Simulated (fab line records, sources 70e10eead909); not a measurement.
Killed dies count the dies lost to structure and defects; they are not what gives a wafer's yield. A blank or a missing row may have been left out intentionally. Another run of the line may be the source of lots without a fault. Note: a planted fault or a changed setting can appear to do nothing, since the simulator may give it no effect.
Which tool was responsible? | flow nand harc | 12 lots, 36 wafers sampled, at 6 steps of a route of 1302

WHAT EACH GAUGE READ, for each wafer
NHARC_P_ZERO_WELL_INSPECT_43.
lot  | measured     | on                | raw defect count
L621 | day 2 03:26  | defect inspect-01 | 22 7 11
L622 | day 2 14:53  | defect inspect-01 | 10 23 6
L626 | day 4 05:47  | defect inspect-01 | 15 14 13
L627 | day 4 15:49  | defect inspect-02 | 10 24 13
L628 | day 5 01:34  | defect inspect-01 | 19 16 12
L629 | day 5 11:41  | defect inspect-01 | 25 11 3
L630 | day 5 21:45  | defect inspect-02 | 12 15 12
L636 | day 8 11:07  | defect inspect-02 | 22 16 12
L640 | day 10 01:55 | defect inspect-02 | 9 14 16
L641 | day 10 12:14 | defect inspect-01 | 21 17 28
L643 | day 11 07:47 | defect inspect-01 | 12 19 15
L644 | day 11 17:44 | defect inspect-01 | 10 3 7

NHARC_P_STI_INSPECT_25.
lot  | measured     | on                | raw defect count
L621 | day 4 04:52  | defect inspect-01 | 171 144 232
L622 | day 4 09:44  | defect inspect-01 | 154 139 137
L626 | day 6 04:25  | defect inspect-02 | 157 163 382
L627 | day 6 15:59  | defect inspect-02 | 150 171 121
L628 | day 6 23:35  | defect inspect-01 | 246 207 211
L629 | day 7 14:26  | defect inspect-02 | 296 218 224
L630 | day 7 14:26  | defect inspect-01 | 138 192 249
L636 | day 10 03:42 | defect inspect-02 | 144 105 123
L640 | day 12 05:27 | defect inspect-02 | 404 236 288
L641 | day 12 18:06 | defect inspect-02 | 184 242 175
L643 | day 13 02:31 | defect inspect-02 | 119 178 154
L644 | day 13 18:58 | defect inspect-01 | 302 224 208

NHARC_P_GATE_CD_MEAS_11: target cd 1640 nm.
lot  | measured     | on        | cd nm (nm)
L621 | day 4 13:54  | cd sem-02 | 1639.5 1639.3 1638.4
L622 | day 4 18:53  | cd sem-02 | 1640.3 1639.2 1642.6
L626 | day 6 13:07  | cd sem-02 | 1636.9 1639.1 1639.2
L627 | day 7 00:34  | cd sem-03 | 1640.2 1639.6 1638.8
L628 | day 7 08:01  | cd sem-03 | 1639.7 1640.3 1642.3
L629 | day 7 22:58  | cd sem-01 | - - -
L630 | day 7 22:48  | cd sem-02 | 1642.6 1641.3 1641.9
L636 | day 10 11:53 | cd sem-02 | 1639.1 1639.0 1637.1
L640 | day 12 15:41 | cd sem-01 | 1638.1 1637.1 1638.8
L641 | day 13 02:42 | cd sem-03 | 1639.8 1638.4 1636.9
L643 | day 13 11:04 | cd sem-02 | 1636.7 1638.4 1638.1
L644 | day 14 03:23 | cd sem-03 | 1640.6 1640.6 1640.6

NHARC_END_SORT_01.
lot  | measured     | on        | killed at array | killed at other | killed at periphery | killed dies | killed open | killed short
L621 | day 24 12:54 | prober-01 | 31 15 17        | 0 0 2           | 4 3 2               | 35 18 21    | 5 1 2       | 5 5 3
L622 | day 24 12:56 | prober-02 | 59 74 63        | 1 0 3           | 1 5 3               | 61 79 69    | 4 4 2       | 2 1 1
L626 | day 26 02:25 | prober-02 | 64 53 70        | 1 0 1           | 5 5 6               | 70 58 77    | 7 3 7       | 1 2 0
L627 | day 27 00:16 | prober-02 | 40 33 33        | 0 0 0           | 0 7 2               | 40 40 35    | 2 1 1       | 2 1 2
L628 | day 27 00:12 | prober-01 | 48 37 42        | 5 4 2           | 12 8 6              | 65 49 50    | 5 2 3       | 1 2 3
L629 | day 27 14:41 | prober-01 | 20 25 21        | 0 1 0           | 657 651 656         | 677 677 677 | 3 3 1       | 0 0 1
L630 | day 28 02:10 | prober-02 | 63 64 57        | 3 0 3           | 8 5 4               | 74 69 64    | 0 3 5       | 4 2 6
L636 | day 30 11:53 | prober-02 | 36 55 59        | 0 1 1           | 2 0 4               | 38 56 64    | 5 3 3       | 5 0 2
L640 | day 33 01:45 | prober-01 | 56 62 43        | 1 1 0           | 2 4 4               | 59 67 47    | 3 4 2       | 4 2 2
L641 | day 33 04:43 | prober-02 | 42 44 52        | 0 2 0           | 5 3 4               | 47 49 56    | 1 3 2       | 1 2 3
L643 | day 33 09:38 | prober-01 | 39 52 29        | 2 1 1           | 1 4 4               | 42 57 34    | 1 3 2       | 1 4 0
L644 | day 34 00:09 | prober-01 | 20 27 23        | 0 1 1           | 9 5 10              | 29 33 34    | 2 4 6       | 0 4 1

TOOL THAT RAN EACH LOT (tool first, then ch and the chambers of the sampled wafers, then the start)
lot  | NHARC_P_ZERO_WELL_ETCH_65          | NHARC_P_GATE_EXPOSE_08
L621 | rie diel-05 ch 0,1, day 1 21:29    | krf scanner-03 ch 0, day 4 13:44
L622 | rie diel-05 ch 0,1, day 2 07:37    | krf scanner-01 ch 0, day 4 18:43
L626 | rie diel-05 ch 1,2, day 3 23:31    | krf scanner-01 ch 0, day 6 12:58
L627 | rie diel-10 ch 1,3, day 4 09:34    | krf scanner-01 ch 0, day 7 00:25
L628 | rie diel-05 ch 0,1,2, day 4 19:22  | krf scanner-04 ch 0, day 7 07:51
L629 | rie diel-05 ch 1,2,3, day 5 05:28  | krf scanner-04 ch 0, day 7 22:49
L630 | rie diel-05 ch 1,2,3, day 5 15:33  | krf scanner-01 ch 0, day 7 22:39
L636 | rie diel-10 ch 0,1, day 8 03:22    | krf scanner-01 ch 0, day 10 11:44
L640 | rie diel-10 ch 0,2,3, day 9 19:37  | krf scanner-01 ch 0, day 12 15:32
L641 | rie diel-10 ch 0,1,2, day 10 05:58 | krf scanner-01 ch 0, day 13 02:32
L643 | rie diel-01 ch 1,2,3, day 11 01:31 | krf scanner-04 ch 0, day 13 10:54
L644 | rie diel-05 ch 0,2, day 11 11:29   | krf scanner-03 ch 0, day 14 03:14
- NHARC_P_ZERO_WELL_ETCH_65: etches the open film in N2/H2, target depth 80 nm, overetch 24 nm, time 87.88 s.
- NHARC_P_GATE_EXPOSE_08: exposes mask P HV.

AS READ BY THE TOOLS THEMSELVES (means over the sampled wafers that have a number; for cases with no such wafer, the mark the record gives instead)
NHARC_P_ZERO_WELL_ETCH_65.
lot  | tool        | drypump motor current A (A) | n2 flow sccm (sccm) | oes product au (a.u.) | rf vpp V (V) | showerhead plenum p Torr (Torr) | throttle valve pct (%)
L621 | rie diel-05 | 5.5                         | 149.6               | 1.003                 | 430.3        | 2.07                            | 14.173
L622 | rie diel-05 | 5.8                         | 149.9               | 1.000                 | 429.8        | 2.01                            | 14.175
L626 | rie diel-05 | 5.7                         | 150.0               | 0.996                 | 430.2        | 2.03                            | 14.180
L627 | rie diel-10 | 6.2                         | 150.7               | 1.003                 | 432.1        | 2.09                            | 14.169
L628 | rie diel-05 | 5.4                         | 150.1               | 1.000                 | 431.2        | 2.08                            | 14.164
L629 | rie diel-05 | 5.4                         | 149.6               | 0.990                 | 430.6        | 2.05                            | 14.179
L630 | rie diel-05 | 5.4                         | 150.0               | 0.997                 | 431.0        | 2.05                            | 14.174
L636 | rie diel-10 | 5.9                         | 149.7               | 1.012                 | 433.0        | 2.11                            | 14.165
L640 | rie diel-10 | 5.5                         | 149.8               | 1.010                 | 431.5        | 2.08                            | 14.183
L641 | rie diel-10 | 5.7                         | 149.8               | 1.012                 | 432.1        | 2.12                            | 14.167
L643 | rie diel-01 | 5.8                         | 150.1               | 1.005                 | 432.8        | 2.13                            | 14.163
L644 | rie diel-05 | 5.1                         | 149.9               | 0.997                 | 433.1        | 2.13                            | 14.169

THE ANSWER, worked out from the rows above alone
Rule: the lots themselves supply what counts as usual. Put in order of their means at a reading, lots are off if they are a third of the lots or fewer, leave a main group of 4 or more, and stand apart from it by a gap of 3 or more times the standard deviation of the main group's means; of several such gaps the widest counts. The tables above print the reading to a certain number of digits; a main group whose means all agree to those digits is not used. Also off: a lot with no number at a reading for which 4 or more lots have one. Any other lot the step has rows for is counted as sound. Order of review: gauges by route order, followed by the tools' own readings, for which a lot's mean as printed above is used. At the first step where some lot is off, the reading lying furthest off is the one used; lots without a number count as furthest.
Off: L629, at NHARC_P_GATE_CD_MEAS_11 (cd nm). Without a number there: L629. The main group: mean 1639.4 nm, standard deviation 1.3.
A tool fits if, at a process step before that reading, it ran every lot that is off, and no sound lot after the first of them. Not tried: the gauges at NHARC_P_GATE_CD_MEAS_11; whatever is off there is also off at NHARC_END_SORT_01, on other tools, and gauge error can't account for it. No candidate that was tried fits.

WHAT HAD BEEN PUT IN BY THE SIMULATOR
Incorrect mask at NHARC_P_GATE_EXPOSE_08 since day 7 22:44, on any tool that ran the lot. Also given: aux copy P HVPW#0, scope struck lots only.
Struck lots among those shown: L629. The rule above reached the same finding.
